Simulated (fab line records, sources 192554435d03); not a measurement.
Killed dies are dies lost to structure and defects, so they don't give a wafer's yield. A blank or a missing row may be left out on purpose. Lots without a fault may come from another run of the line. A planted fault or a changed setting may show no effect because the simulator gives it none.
fab line records | flow n5_finfet | part 2 of 2: steps 21 to 27 of 27
record lots=5 wafers=15 last_day=16
route steps=1938 shown BEOL_M14@1725
lots that met no fault: from a run of the same line without faults
start_h: hours from the record's first day to the start of the lot's first wafer shown | wait_h: hours since the lot's step before | " the same as in the row above | L1.1+2: a row that stands for several wafers | - no value, or no start given | * or withheld: withheld | < > ~ a bound
route shown NAME@n: a module of which the file shows steps, and the number in the route of the first | usual: mean/standard deviation of fault-free wafers | same: alike in all rows | chamber/n: place in a boat | sites: the reading at each site | _std_site: their standard deviation | _edge_site: outer sites' mean less inner sites' | radius_mm: how far each site lies from the wafer's centre | mask NAME#n: copy n | behind: the tool/chamber that last shaped the wafer | hold: why the lot was held/for how many hours/how that ended | device: the transistor (n, p or np) that didn't switch | end of line: the same wafers' tests at the end of the route | a step without rows: its recipe alone | killed: dies lost to structure and defects at the first sort, not the wafer's yield | map: a wafer's dies, x killed, . not, _ none there
set.NAME: the setting as run; set.NAME@STEP: as run at that earlier step | model.NAME: the simulator's own value behind a step, which no gauge read
lots at some steps of the route; a table a step, a row a wafer
services: from which hour (start_h, from the record's first day; less than 0 if before it) a tool's chamber was out of use, for how many hours, and why
## steps
# step N5_BEOL_M14_HARDBAKE_32
# recipe temp_c=130 time_s=120
# usual heater_power_total_W=148.1/0.89 resist_line_temp_C=23.01/0.1
# columns lot.wafer tool chamber start_h wait_h heater_power_total_W resist_line_temp_C
L077.2 litho_track-01 0 - - 149.0 22.91
L077.4 " 0 " " 147.1 23.12
L077.5 " 0 " " 148.7 23.17
L078.1 litho_track-05 0 - - 148.9 22.99
L078.2 " 0 " " 149.1 23.07
L078.6 " 0 " " 148.8 23.08
L074.2 litho_track-05 0 - - 148.6 22.94
L074.3 " 0 " " 147.6 22.77
L074.4 " 0 " " 147.3 22.84
L082.3 litho_track-01 0 - - 147.1 23.07
L082.5 " 0 " " 149.1 23.13
L082.6 " 0 " " 148.5 23.10
L087.2 litho_track-04 0 - - 149.2 22.82
L087.4 " 0 " " 148.9 22.93
L087.5 " 0 " " 146.4 23.08
# step N5_BEOL_M14_CD_MEAS_28
# recipe target_cd_nm=284.4 landing_energy_ev=500 detector=se_inlens
# usual cd_nm=284.3/1.8
# same landing_energy_ev=500
# columns lot.wafer tool chamber start_h wait_h cd_nm
L077.2 cd_sem-03 0 274.10 - 284.6
L077.4 " 0 " " 282.4
L077.5 " 0 " " 282.8
L078.1 cd_sem-03 0 300.13 - 283.4
L078.2 " 0 " " 282.6
L078.6 " 0 " " 286.6
L074.2 cd_sem-02 0 305.39 - 281.3
L074.3 " 0 " " 282.9
L074.4 " 0 " " 284.3
L082.3 cd_sem-02 0 307.38 - 284.3
L082.5 " 0 " " 286.3
L082.6 " 0 " " 284.8
L087.2 cd_sem-02 0 356.04 - 282.1
L087.4 " 0 " " 284.7
L087.5 " 0 " " 283.5
# step N5_BEOL_M14_OVL_MEAS_29
# recipe points_per_wafer=44
# usual M14_OVL=-2/4.9
# columns lot.wafer tool chamber start_h wait_h M14_OVL[nm]
L077.2 overlay-02 0 274.13 0.0 0
L077.4 " 0 " " -5
L077.5 " 0 " " -9
L078.1 overlay-01 0 300.16 0.0 -2
L078.2 " 0 " " -15
L078.6 " 0 " " 0
L074.2 overlay-01 0 305.42 0.0 -10
L074.3 " 0 " " 1
L074.4 " 0 " " -5
L082.3 overlay-02 0 307.40 0.0 -7
L082.5 " 0 " " 2
L082.6 " 0 " " -4
L087.2 overlay-01 0 356.07 0.0 -4
L087.4 " 0 " " -2
L087.5 " 0 " " -2
# step N5_BEOL_M14_INSPECT_30
# recipe mode=adi inspect_instrument=macro
# usual raw_defect_count=2.1/1.2
# columns lot.wafer tool chamber start_h wait_h raw_defect_count
L077.2 defect_inspect-01 - 274.15 0.0 5
L077.4 " - " " 3
L077.5 " - " " 2
L078.1 defect_inspect-02 - 300.18 0.0 1
L078.2 " - " " 3
L078.6 " - " " 1
L074.2 defect_inspect-02 - 305.44 0.0 4
L074.3 " - " " 0
L074.4 " - " " 2
L082.3 defect_inspect-02 - 307.43 0.0 0
L082.5 " - " " 2
L082.6 " - " " 3
L087.2 defect_inspect-01 - 356.10 0.0 3
L087.4 " - " " 1
L087.5 " - " " 1
# step N5_BEOL_M14_DESCUM_33
# recipe chemistry=O2 time_s=7.9 source_power_w=50 bias_power_w=20 pressure_mtorr=20 rf_frequency_hz=2.712e+07 temp_c=40 o2_flow_sccm=225
# usual drypump_motor_current_A=5.5/0.51 oes_product_au=0.77/0.069 rf_vpp_V=243.6/1.4 showerhead_plenum_p_Torr=2.13/0.062 throttle_valve_pct=20.59/0.21
# columns lot.wafer tool chamber start_h wait_h drypump_motor_current_A oes_product_au rf_hours_counter_h rf_vpp_V showerhead_plenum_p_Torr throttle_valve_pct
L077.2 rie_diel-01 2 274.41 0.3 5.0 0.69 209 244.2 2.18 20.82
L077.4 " 3 " " 5.3 0.68 217 245.6 2.14 20.36
L077.5 " 2 " " 5.0 0.69 - 244.4 2.18 20.84
L078.1 rie_diel-05 3 300.22 0.0 4.6 0.80 108 244.9 2.20 20.60
L078.2 " 1 " " 5.7 0.82 109 243.9 2.03 20.49
L078.6 " 1 " " 5.7 0.81 - 242.8 2.02 20.48
L074.2 rie_diel-01 3 305.57 0.1 5.3 0.69 229 244.3 2.14 20.36
L074.3 " 2 " " 4.9 0.69 221 245.5 2.17 20.86
L074.4 " 0 " " 6.4 0.78 136 243.5 2.09 20.22
L082.3 rie_diel-03 3 307.46 0.0 6.3 0.93 28 244.4 2.25 20.54
L082.5 " 2 " " 5.3 0.72 - 243.6 2.10 20.95
L082.6 " 3 " " 6.3 0.92 - 245.6 2.25 20.53
L087.2 rie_diel-05 0 356.13 0.0 6.2 0.78 132 241.4 2.03 20.86
L087.4 " 3 " " 4.6 0.77 127 243.9 2.19 20.64
L087.5 " 2 " " 5.6 0.80 - 245.8 2.19 20.48
# step N5_BEOL_M14_ETCH_67
# recipe chemistry=CF4 target=SiARC target_depth_a=1430 time_s=238.3 ion_energy_ev=80 pressure_mtorr=40 source_w=545 bias_w=36 Ar_flow_sccm=100 cf4_flow_sccm=100 ends=cleared
# usual drypump_motor_current_A=5.5/0.51 etch_rf_on_time_s=238/6.5 oes_product_au=0.65/0.058 rf_vpp_V=184.4/1.1 showerhead_plenum_p_Torr=2.17/0.067 throttle_valve_pct=15.73/0.17
# columns lot.wafer tool chamber start_h wait_h drypump_motor_current_A etch_rf_on_time_s oes_product_au rf_hours_counter_h rf_vpp_V showerhead_plenum_p_Torr throttle_valve_pct
L077.2 rie_diel-01 2 274.45 0.0 5.0 234 0.61 209 185.6 2.20 15.97
L077.4 " 3 " " 5.3 238 0.59 217 184.7 2.21 15.75
L077.5 " 2 " " 5.0 236 0.61 - 184.8 2.20 15.97
L078.1 rie_diel-05 3 300.25 0.0 4.6 248 0.67 109 184.5 2.25 15.76
L078.2 " 1 " " 5.6 228 0.70 109 183.6 2.06 15.57
L078.6 " 1 " " 5.7 228 0.71 - 183.1 2.06 15.55
L074.2 rie_diel-01 3 305.60 0.0 5.3 236 0.59 229 184.6 2.21 15.79
L074.3 " 2 " " 5.0 237 0.60 221 186.1 2.20 15.98
L074.4 " 0 " " 6.4 243 0.65 136 185.3 2.14 15.49
L082.3 rie_diel-03 3 307.50 0.0 6.3 229 0.80 28 186.0 2.29 15.61
L082.5 " 2 " " 5.3 245 0.62 - 183.8 2.15 16.03
L082.6 " 3 " " 6.3 228 0.80 - 186.2 2.29 15.63
L087.2 rie_diel-05 0 356.16 0.0 6.2 245 0.65 132 181.4 2.06 15.85
L087.4 " 3 " " 4.6 247 0.65 127 184.3 2.25 15.82
L087.5 " 2 " " 5.6 230 0.68 - 186.1 2.24 15.69
# step N5_BEOL_M14_ETCH_68
# recipe chemistry=N2/H2 target=SOC mask_material=SiARC source_w=3000 bias_w=350 temp_c=40 time_s=450 ion_energy_ev=200 pressure_mtorr=30 n2_flow_sccm=200 h2_flow_sccm=200
# usual drypump_motor_current_A=5.5/0.51 oes_product_au=0.76/0.066 rf_vpp_V=524.9/2.2 showerhead_plenum_p_Torr=2.58/0.078 throttle_valve_pct=17.91/0.11
# columns lot.wafer tool chamber start_h wait_h drypump_motor_current_A oes_product_au rf_hours_counter_h rf_vpp_V showerhead_plenum_p_Torr throttle_valve_pct
L077.2 rie_diel-01 2 274.60 0.1 5.0 0.71 209 525.2 2.60 17.93
L077.4 " 3 " " 5.3 0.69 217 525.9 2.62 17.83
L077.5 " 2 " " 5.0 0.70 - 525.5 2.60 17.94
L078.1 rie_diel-05 3 300.40 0.1 4.6 0.79 109 526.8 2.66 17.85
L078.2 " 1 " " 5.7 0.81 109 521.7 2.47 18.00
L078.6 " 1 " " 5.7 0.81 - 521.7 2.47 17.98
L074.2 rie_diel-01 3 305.75 0.1 5.4 0.68 229 524.3 2.61 17.84
L074.3 " 2 " " 5.0 0.69 221 525.7 2.60 17.99
L074.4 " 0 " " 6.4 0.77 136 524.6 2.57 17.79
L082.3 rie_diel-03 3 307.64 0.1 6.3 0.92 28 527.1 2.72 17.76
L082.5 " 2 " " 5.3 0.72 - 522.8 2.52 18.05
L082.6 " 3 " " 6.3 0.92 - 527.1 2.72 17.76
L087.2 rie_diel-05 0 356.31 0.1 6.2 0.77 132 521.6 2.44 17.97
L087.4 " 3 " " 4.6 0.77 127 526.9 2.66 17.90
L087.5 " 2 " " 5.6 0.79 - 527.4 2.68 17.95
## services
# columns tool chamber start_h hours kind
krf_scanner-02 - 250.73 0.8 pm
rie_diel-01 1 263.76 3.0 repair
rie_diel-05 1 270.84 14.1 repair
krf_scanner-02 - 288.63 1.3 pm
krf_scanner-02 0 297.19 - calibration
litho_track-01 - 307.21 - consumable_replace:filter
rie_diel-01 - 322.39 0.2 repair
krf_scanner-02 - 322.97 4.4 pm
krf_scanner-02 - 332.78 1.0 pm
rie_diel-03 1 336.08 13.1 repair
